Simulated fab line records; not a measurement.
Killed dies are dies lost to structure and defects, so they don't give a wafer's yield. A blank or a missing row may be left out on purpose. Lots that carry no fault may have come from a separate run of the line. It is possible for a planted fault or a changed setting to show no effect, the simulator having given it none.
Which tool did it? :: flow n5 finfet :: 33 wafers from 11 lots sampled at 3 of the route's 1938 steps

WHAT EACH GAUGE READ, for each wafer
N5_BEOL_M15_CD_MEAS_28: the cd target is 407.6 nm.
lot: L808
measured: day 12 03:34
on: cd sem-02
cd nm (nm): 407.4 408.4 408.9

lot: L810
measured: day 12 14:45
on: cd sem-03
cd nm (nm): 405.0 405.4 405.8

lot: L812
measured: day 13 18:19
on: cd sem-01
cd nm (nm): 406.1 406.9 406.6

lot: L813
measured: day 13 02:41
on: cd sem-02
cd nm (nm): 406.2 405.6 405.8

lot: L815
measured: day 14 22:59
on: cd sem-02
cd nm (nm): 408.0 408.0 407.4

lot: L816
measured: day 14 13:45
on: cd sem-01
cd nm (nm): 407.5 407.9 408.0

lot: L818
measured: day 15 00:09
on: cd sem-03
cd nm (nm): 407.1 407.9 407.6

lot: L819
measured: day 15 18:16
on: cd sem-01
cd nm (nm): 407.0 406.5 408.7

lot: L820
measured: day 15 04:20
on: cd sem-02
cd nm (nm): 406.0 405.4 405.3

lot: L822
measured: day 16 03:55
on: cd sem-01
cd nm (nm): 406.3 406.7 407.1

lot: L821
measured: day 16 11:32
on: cd sem-03
cd nm (nm): 406.1 406.2 405.6

WHICH TOOL RAN EACH LOT (tool, then ch and the chambers of the sampled wafers, then the start)
lot: L808
N5_BEOL_M2_ALD_98: ald sin-02 ch 0,2,3, day 6 20:52
N5_BEOL_M15_STRIP_63: rie diel-06 ch 1,2,3, day 12 03:34 or earlier

lot: L810
N5_BEOL_M2_ALD_98: ald sin-01 ch 2,3, day 7 01:52
N5_BEOL_M15_STRIP_63: rie diel-03 ch 0,1, day 12 14:45 or earlier

lot: L812
N5_BEOL_M2_ALD_98: ald sin-03 ch 0,1,2, day 7 10:58
N5_BEOL_M15_STRIP_63: rie diel-06 ch 0,1, day 13 18:19 or earlier

lot: L813
N5_BEOL_M2_ALD_98: ald sin-02 ch 0,1,2, day 7 23:19
N5_BEOL_M15_STRIP_63: rie diel-03 ch 0,1,2, day 13 02:41 or earlier

lot: L815
N5_BEOL_M2_ALD_98: ald sin-01 ch 0,1,2, day 8 16:46
N5_BEOL_M15_STRIP_63: rie diel-03 ch 1,2,3, day 14 22:59 or earlier

lot: L816
N5_BEOL_M2_ALD_98: ald sin-01 ch 0,2, day 8 16:52
N5_BEOL_M15_STRIP_63: rie diel-03 ch 0,1,3, day 14 13:45 or earlier

lot: L818
N5_BEOL_M2_ALD_98: ald sin-01 ch 0,2,3, day 9 10:56
N5_BEOL_M15_STRIP_63: rie diel-01 ch 0,2, day 15 00:09 or earlier

lot: L819
N5_BEOL_M2_ALD_98: ald sin-01 ch 0,2,3, day 9 18:34
N5_BEOL_M15_STRIP_63: rie diel-01 ch 1,2, day 15 18:16 or earlier

lot: L820
N5_BEOL_M2_ALD_98: ald sin-01 ch 0,2,3, day 9 18:45
N5_BEOL_M15_STRIP_63: rie diel-01 ch 0,3, day 15 04:20 or earlier

lot: L822
N5_BEOL_M2_ALD_98: ald sin-01 ch 0,1,2, day 10 01:25
N5_BEOL_M15_STRIP_63: rie diel-01 ch 1,2, day 16 03:55 or earlier

lot: L821
N5_BEOL_M2_ALD_98: ald sin-01 ch 1,2,3, day 10 01:34
N5_BEOL_M15_STRIP_63: rie diel-03 ch 1,2, day 16 11:32 or earlier
- N5_BEOL_M2_ALD_98: deposits SiO2, target thk 2.5 nm, pulse time 1 s, co reactant pulse time 1 s.
- N5_BEOL_M15_STRIP_63: strips in O2.

WHAT THE TOOLS THEMSELVES READ (means of the sampled wafers that have a number; where no wafer has one, the mark that the record gives instead)
N5_BEOL_M2_ALD_98.
lot: L808
tool: ald sin-02
heater power w (W): 83
precursor pulse height rel: 0.993

lot: L810
tool: ald sin-01
heater power w (W): 73
precursor pulse height rel: 1.003

lot: L812
tool: ald sin-03
heater power w (W): 73
precursor pulse height rel: 1.006

lot: L813
tool: ald sin-02
heater power w (W): 80
precursor pulse height rel: 1.013

lot: L815
tool: ald sin-01
heater power w (W): 77
precursor pulse height rel: 0.963

lot: L816
tool: ald sin-01
heater power w (W): 72
precursor pulse height rel: 1.018

lot: L818
tool: ald sin-01
heater power w (W): 72
precursor pulse height rel: 1.014

lot: L819
tool: ald sin-01
heater power w (W): 72
precursor pulse height rel: 1.009

lot: L820
tool: ald sin-01
heater power w (W): 73
precursor pulse height rel: 1.000

lot: L822
tool: ald sin-01
heater power w (W): 77
precursor pulse height rel: 0.981

lot: L821
tool: ald sin-01
heater power w (W): 77
precursor pulse height rel: 1.008

N5_BEOL_M15_STRIP_63.
lot: L808
tool: rie diel-06
drypump motor current A (A): 5.65
oes product au (a.u.): 0.78
rf vpp V (V): 4.1
showerhead plenum p Torr (Torr): 2.10
throttle valve pct (%): 16.52

lot: L810
tool: rie diel-03
drypump motor current A (A): 5.43
oes product au (a.u.): 0.72
rf vpp V (V): 4.1
showerhead plenum p Torr (Torr): 2.02
throttle valve pct (%): 16.58

lot: L812
tool: rie diel-06
drypump motor current A (A): 5.78
oes product au (a.u.): 0.84
rf vpp V (V): 3.2
showerhead plenum p Torr (Torr): 2.13
throttle valve pct (%): 16.41

lot: L813
tool: rie diel-03
drypump motor current A (A): 5.36
oes product au (a.u.): 0.72
rf vpp V (V): 3.5
showerhead plenum p Torr (Torr): 2.02
throttle valve pct (%): 16.78

lot: L815
tool: rie diel-03
drypump motor current A (A): 5.41
oes product au (a.u.): 0.79
rf vpp V (V): 3.2
showerhead plenum p Torr (Torr): 2.02
throttle valve pct (%): 16.77

lot: L816
tool: rie diel-03
drypump motor current A (A): 5.49
oes product au (a.u.): 0.79
rf vpp V (V): 3.9
showerhead plenum p Torr (Torr): 2.01
throttle valve pct (%): 16.56

lot: L818
tool: rie diel-01
drypump motor current A (A): 5.27
oes product au (a.u.): 0.85
rf vpp V (V): 3.4
showerhead plenum p Torr (Torr): 2.09
throttle valve pct (%): 16.74

lot: L819
tool: rie diel-01
drypump motor current A (A): 5.63
oes product au (a.u.): 0.98
rf vpp V (V): 3.6
showerhead plenum p Torr (Torr): 2.12
throttle valve pct (%): 16.42

lot: L820
tool: rie diel-01
drypump motor current A (A): 5.26
oes product au (a.u.): 0.76
rf vpp V (V): 3.2
showerhead plenum p Torr (Torr): 2.07
throttle valve pct (%): 16.73

lot: L822
tool: rie diel-01
drypump motor current A (A): 5.62
oes product au (a.u.): 0.96
rf vpp V (V): 3.8
showerhead plenum p Torr (Torr): 2.12
throttle valve pct (%): 16.42

lot: L821
tool: rie diel-03
drypump motor current A (A): 5.25
oes product au (a.u.): 0.72
rf vpp V (V): 3.3
showerhead plenum p Torr (Torr): 1.96
throttle valve pct (%): 16.76

THE ANSWER, worked out from the rows above alone
Rule: the lots themselves supply what counts as usual. Put in order of their means at a reading, lots are off if they are a third of the lots or fewer, leave a main group of 4 or more, and stand apart from it by a gap of 3 or more times the standard deviation of the main group's means; of several such gaps the widest counts. The tables above print the reading to a certain number of digits; a main group whose means all agree to those digits is not used. Also off: a lot with no number at a reading for which 4 or more lots have one. Where the step has rows for the other lots, those lots are counted as sound. Order of review: gauges by route order, followed by the tools' own readings, for which a lot's mean as printed above is used. At the first step where some lot is off, the reading lying furthest off is the one used; lots without a number count as furthest.
None of the lots is off at any reading shown; this tells nothing.

WHAT HAD BEEN PUT IN BY THE SIMULATOR
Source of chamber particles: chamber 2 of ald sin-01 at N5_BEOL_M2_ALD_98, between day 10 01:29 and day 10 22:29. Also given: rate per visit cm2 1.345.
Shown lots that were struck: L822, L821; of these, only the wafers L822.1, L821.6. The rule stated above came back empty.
